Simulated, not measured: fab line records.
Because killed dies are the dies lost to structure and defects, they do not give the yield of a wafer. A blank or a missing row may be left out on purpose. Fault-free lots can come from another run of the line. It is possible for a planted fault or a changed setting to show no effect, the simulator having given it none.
Matching of chambers + flow nand harc + 4 sister chambers for NHARC_A_CONTACT_ETCH_102 on rie diel-03
The step etches the open film in CF4/O2, target depth 70 nm, overetch 7 nm, time 38.5 s. 18 wafers are shown with their chamber, then 9 later ones without.

== WAFERS WITH THEIR CHAMBER ==
| wafer  | chamber | showerhead plenum p Torr (Torr) | drypump motor current A (A) | rf vpp V (V) |
|--------|---------|---------------------------------|-----------------------------|--------------|
| L074.2 | 3       | 1.32                            | 6.5                         | 198.4        |
| L074.4 | 2       | 1.25                            | 6.2                         | 196.2        |
| L074.5 | 1       | 1.40                            | 5.7                         | 199.8        |
| L081.2 | 3       | 1.32                            | 6.5                         | 195.7        |
| L081.3 | 1       | 1.39                            | 5.7                         | 198.9        |
| L081.6 | 3       | 1.32                            | 6.5                         | 196.4        |
| L079.1 | 0       | 1.32                            | 6.0                         | 197.4        |
| L079.5 | 1       | 1.39                            | 5.7                         | 198.7        |
| L079.6 | 2       | 1.25                            | 6.2                         | 196.2        |
| L083.1 | 2       | 1.25                            | 6.2                         | 194.9        |
| L083.3 | 1       | 1.39                            | 5.7                         | 198.1        |
| L083.5 | 3       | 1.32                            | 6.5                         | 197.6        |
| L086.2 | 2       | 1.25                            | 6.2                         | 196.3        |
| L086.4 | 1       | 1.39                            | 5.7                         | 197.5        |
| L086.6 | 3       | 1.32                            | 6.5                         | 195.6        |
| L087.2 | 0       | 1.32                            | 6.0                         | 197.0        |
| L087.5 | 3       | 1.32                            | 6.6                         | 199.3        |
| L087.6 | 0       | 1.32                            | 5.9                         | 198.8        |

SIGNATURES (averages over the wafers above)
| reading                  | chamber 0 | chamber 1 | chamber 2 | chamber 3 | scatter within a chamber |
|--------------------------|-----------|-----------|-----------|-----------|--------------------------|
| showerhead plenum p Torr | 1.3200    | 1.3920    | 1.2500    | 1.3200    | 0.00239                  |
| drypump motor current A  | 5.967     | 5.700     | 6.200     | 6.517     | 0.0327                   |
| rf vpp V                 | 197.733   | 198.600   | 195.900   | 197.167   | 1.12                     |
Rule: for a wafer and a chamber, the distance is found by dividing, reading by reading, the gap between the wafer's reading and the chamber's mean by the reading's scatter, squaring, summing and taking the root. The wafer belongs to the nearest chamber; if the next one is less than 2 further off, it can't be placed. The scatter is the square root of a quotient: the sum, over the shown wafers, of each reading's squared deviation from its chamber's mean, divided by wafers minus chambers.

== WAFERS WHOSE CHAMBER IS MISSING ==
| wafer  | showerhead plenum p Torr (Torr) | drypump motor current A (A) | rf vpp V (V) |
|--------|---------------------------------|-----------------------------|--------------|
| L088.1 | 1.39                            | 5.7                         | 200.1        |
| L088.4 | 1.32                            | 6.6                         | 196.1        |
| L088.5 | 1.32                            | 6.0                         | 197.2        |
| L091.1 | 1.31                            | 6.5                         | 197.1        |
| L091.2 | 1.39                            | 5.7                         | 198.2        |
| L091.5 | 1.24                            | 6.2                         | 196.0        |
| L096.2 | 1.24                            | 6.2                         | 197.5        |
| L096.4 | 1.32                            | 6.0                         | 198.3        |
| L096.6 | 1.39                            | 5.7                         | 197.8        |

== WHICH CHAMBER EACH ONE RAN IN ==
| wafer  | from the rows above | in truth |
|--------|---------------------|----------|
| L088.1 | 1                   | 1        |
| L088.4 | 3                   | 3        |
| L088.5 | 0                   | 0        |
| L091.1 | 3                   | 3        |
| L091.2 | 1                   | 1        |
| L091.5 | 2                   | 2        |
| L096.2 | 2                   | 2        |
| L096.4 | 0                   | 0        |
| L096.6 | 1                   | 1        |
Correctly placed: 9 of 9. Number that these rows cannot place: 0. 0 placed wrongly.
